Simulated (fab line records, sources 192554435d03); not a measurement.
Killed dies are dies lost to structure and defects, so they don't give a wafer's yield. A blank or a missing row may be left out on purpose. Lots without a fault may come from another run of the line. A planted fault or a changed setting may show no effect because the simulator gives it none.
One fault seen from 2 desks | flow n5_finfet | each desk has only its own numbers; what lay behind them comes last

THE METROLOGY DESK
What the gauges read, lot by lot, whatever tool the lot ran on: means of the sampled wafers that have a number. A lot is out of limits, marked OUT, if its mean lies more than 4 standard deviations from the usual mean; the brackets give that distance. Of its 10 readings 7 are shown: those that lie furthest out on some lot.
Columns: A = DIBL_N at N5_BEOL_M4_RC_MEAS_101, usual 36.4 mV/V; B = IOFF_N at N5_BEOL_M4_RC_MEAS_101, usual 0.154 nA/um; C = IOFF_P at N5_BEOL_M4_RC_MEAS_101, usual 0.202 nA/um; D = ION_N at N5_BEOL_M4_RC_MEAS_101, usual 671 uA/um; E = ION_P at N5_BEOL_M4_RC_MEAS_101, usual 460 uA/um; F = SS_N at N5_BEOL_M4_RC_MEAS_101, usual 71.6 mV/dec; G = VT_P at N5_BEOL_M4_RC_MEAS_101, usual -251.4 mV
lot  | first seen here | A    | B     | C     | D   | E   | F    | G
L572 | day 7 23:53     | 39.6 | 0.194 | 0.231 | 689 | 469 | 72.9 | -250.5
L573 | day 8 04:26     | 36.5 | 0.150 | 0.179 | 675 | 453 | 72.1 | -252.4
L575 | day 8 14:12     | 37.3 | 0.141 | 0.161 | 663 | 446 | 71.8 | -256.9
L577 | day 9 02:28     | 36.0 | 0.142 | 0.196 | 679 | 464 | 71.8 | -250.9
L587 | day 11 21:14    | 36.1 | 0.157 | 0.204 | 665 | 455 | 72.1 | -249.9
L588 | day 12 01:38    | 34.5 | 0.135 | 0.194 | 667 | 459 | 71.2 | -250.0
L591 | day 12 18:36    | 36.7 | 0.145 | 0.243 | 658 | 462 | 71.8 | -247.9
L592 | day 13 07:52    | 37.3 | 0.181 | 0.229 | 675 | 460 | 71.7 | -248.2
L595 | day 13 17:35    | 36.9 | 0.178 | 0.208 | 677 | 458 | 71.6 | -251.3
L594 | day 13 22:59    | 35.0 | 0.136 | 0.202 | 671 | 463 | 71.1 | -249.5
This desk's finding: nothing out of limits on any of the 10 lots.

THE TOOL OWNER'S DESK: pvd_sputter-01
The tool's own readings at N5_BEOL_M1_SPUTTER_48 (material Cu, target thk 4.5 nm, time 8.29 s): means of the sampled wafers that have a number, for each lot that ran on this tool. A lot is out of limits, marked OUT, if its mean lies more than 4 standard deviations from the usual mean; the brackets give that distance.
Columns: A = chamber_pressure_pa at N5_BEOL_M1_SPUTTER_48, usual 0.06998 Pa; B = chuck_gas_flow_sccm at N5_BEOL_M1_SPUTTER_48, usual 1.27 sccm; C = throttle_valve_pct at N5_BEOL_M1_SPUTTER_48, usual 29.6 %
lot  | first seen here | A       | B    | C
L573 | day 6 15:06     | 0.07007 | 1.28 | 29.5
L577 | day 7 11:05     | 0.07002 | 1.28 | 28.9
L592 | day 11 15:41    | 0.07010 | 1.32 | 29.4
L594 | day 12 13:13    | 0.07008 | 1.21 | 29.8
This desk's finding: nothing out of limits on any of the 4 lots.

PUT TOGETHER
The metrology desk saw nothing out of limits.
The tool owner's desk saw nothing out of limits.

WHAT THE SIMULATOR HAD PUT IN
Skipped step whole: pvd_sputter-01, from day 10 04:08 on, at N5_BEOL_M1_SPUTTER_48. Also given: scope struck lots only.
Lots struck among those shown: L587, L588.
